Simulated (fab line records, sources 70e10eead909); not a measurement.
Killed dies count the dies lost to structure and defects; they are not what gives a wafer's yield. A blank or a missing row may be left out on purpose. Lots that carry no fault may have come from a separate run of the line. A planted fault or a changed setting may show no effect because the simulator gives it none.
Matching of chambers / flow nand-harc / NHARC_P_M0_ETCH_34 on rie-diel-11: 4 sister chambers
The step etches the open film in N2/H2, target depth 40 nm, overetch 12 nm, time 43.94 s. 14 wafers are shown with their chamber, then 7 later ones without.

== WAFERS WITH THEIR CHAMBER ==
wafer=L107.3; chamber=0; showerhead-plenum-p-Torr (Torr)=2.14; drypump-motor-current-A (A)=5.2; rf-vpp-V (V)=434.9
wafer=L107.4; chamber=3; showerhead-plenum-p-Torr (Torr)=1.93; drypump-motor-current-A (A)=6.6; rf-vpp-V (V)=427.3
wafer=L107.6; chamber=2; showerhead-plenum-p-Torr (Torr)=2.09; drypump-motor-current-A (A)=5.4; rf-vpp-V (V)=431.5
wafer=L109.1; chamber=1; showerhead-plenum-p-Torr (Torr)=2.08; drypump-motor-current-A (A)=5.5; rf-vpp-V (V)=430.9
wafer=L109.3; chamber=3; showerhead-plenum-p-Torr (Torr)=1.93; drypump-motor-current-A (A)=6.6; rf-vpp-V (V)=427.0
wafer=L109.5; chamber=1; showerhead-plenum-p-Torr (Torr)=2.08; drypump-motor-current-A (A)=5.5; rf-vpp-V (V)=430.2
wafer=L111.3; chamber=3; showerhead-plenum-p-Torr (Torr)=1.93; drypump-motor-current-A (A)=6.5; rf-vpp-V (V)=427.2
wafer=L111.4; chamber=1; showerhead-plenum-p-Torr (Torr)=2.08; drypump-motor-current-A (A)=5.5; rf-vpp-V (V)=430.6
wafer=L111.6; chamber=1; showerhead-plenum-p-Torr (Torr)=2.08; drypump-motor-current-A (A)=5.5; rf-vpp-V (V)=432.6
wafer=L117.2; chamber=3; showerhead-plenum-p-Torr (Torr)=1.93; drypump-motor-current-A (A)=6.6; rf-vpp-V (V)=426.5
wafer=L117.3; chamber=2; showerhead-plenum-p-Torr (Torr)=2.09; drypump-motor-current-A (A)=5.4; rf-vpp-V (V)=432.7
wafer=L117.5; chamber=2; showerhead-plenum-p-Torr (Torr)=2.09; drypump-motor-current-A (A)=5.5; rf-vpp-V (V)=432.0
wafer=L124.4; chamber=1; showerhead-plenum-p-Torr (Torr)=2.07; drypump-motor-current-A (A)=5.4; rf-vpp-V (V)=432.1
wafer=L124.5; chamber=1; showerhead-plenum-p-Torr (Torr)=2.07; drypump-motor-current-A (A)=5.5; rf-vpp-V (V)=430.0

SIGNATURES (averages over the wafers above)
reading=showerhead-plenum-p-Torr; chamber 0=2.1400; chamber 1=2.0767; chamber 2=2.0900; chamber 3=1.9300; scatter within a chamber=0.00365
reading=drypump-motor-current-A; chamber 0=5.200; chamber 1=5.483; chamber 2=5.433; chamber 3=6.575; scatter within a chamber=0.0474
reading=rf-vpp-V; chamber 0=434.900; chamber 1=431.067; chamber 2=432.067; chamber 3=427.000; scatter within a chamber=0.816
Rule: a wafer's distance from a chamber is the root of the sum, over the readings, of the square of ((its reading less the chamber's mean) divided by the reading's scatter). The wafer belongs to the nearest chamber; if the next one is less than 2 further off, it can't be placed. How the scatter is found: for the shown wafers, subtract from each reading the mean of its chamber, square and add these, divide the total by (wafers less chambers), then take the root.

== WAFERS MISSING THEIR CHAMBER ==
wafer=L124.6; showerhead-plenum-p-Torr (Torr)=2.14; drypump-motor-current-A (A)=5.2; rf-vpp-V (V)=433.1
wafer=L125.1; showerhead-plenum-p-Torr (Torr)=2.07; drypump-motor-current-A (A)=5.5; rf-vpp-V (V)=431.4
wafer=L125.2; showerhead-plenum-p-Torr (Torr)=2.09; drypump-motor-current-A (A)=5.4; rf-vpp-V (V)=432.0
wafer=L125.4; showerhead-plenum-p-Torr (Torr)=1.93; drypump-motor-current-A (A)=6.5; rf-vpp-V (V)=427.1
wafer=L126.1; showerhead-plenum-p-Torr (Torr)=1.93; drypump-motor-current-A (A)=6.6; rf-vpp-V (V)=426.8
wafer=L126.3; showerhead-plenum-p-Torr (Torr)=2.07; drypump-motor-current-A (A)=5.5; rf-vpp-V (V)=431.5
wafer=L126.5; showerhead-plenum-p-Torr (Torr)=1.93; drypump-motor-current-A (A)=6.6; rf-vpp-V (V)=427.5

== WHICH CHAMBER EACH WENT THROUGH ==
wafer=L124.6; from the rows above=0; in truth=0
wafer=L125.1; from the rows above=1; in truth=1
wafer=L125.2; from the rows above=2; in truth=2
wafer=L125.4; from the rows above=3; in truth=3
wafer=L126.1; from the rows above=3; in truth=3
wafer=L126.3; from the rows above=1; in truth=1
wafer=L126.5; from the rows above=3; in truth=3
Placed correctly: 7 of 7. Not placeable from these rows: 0. 0 placed wrongly.
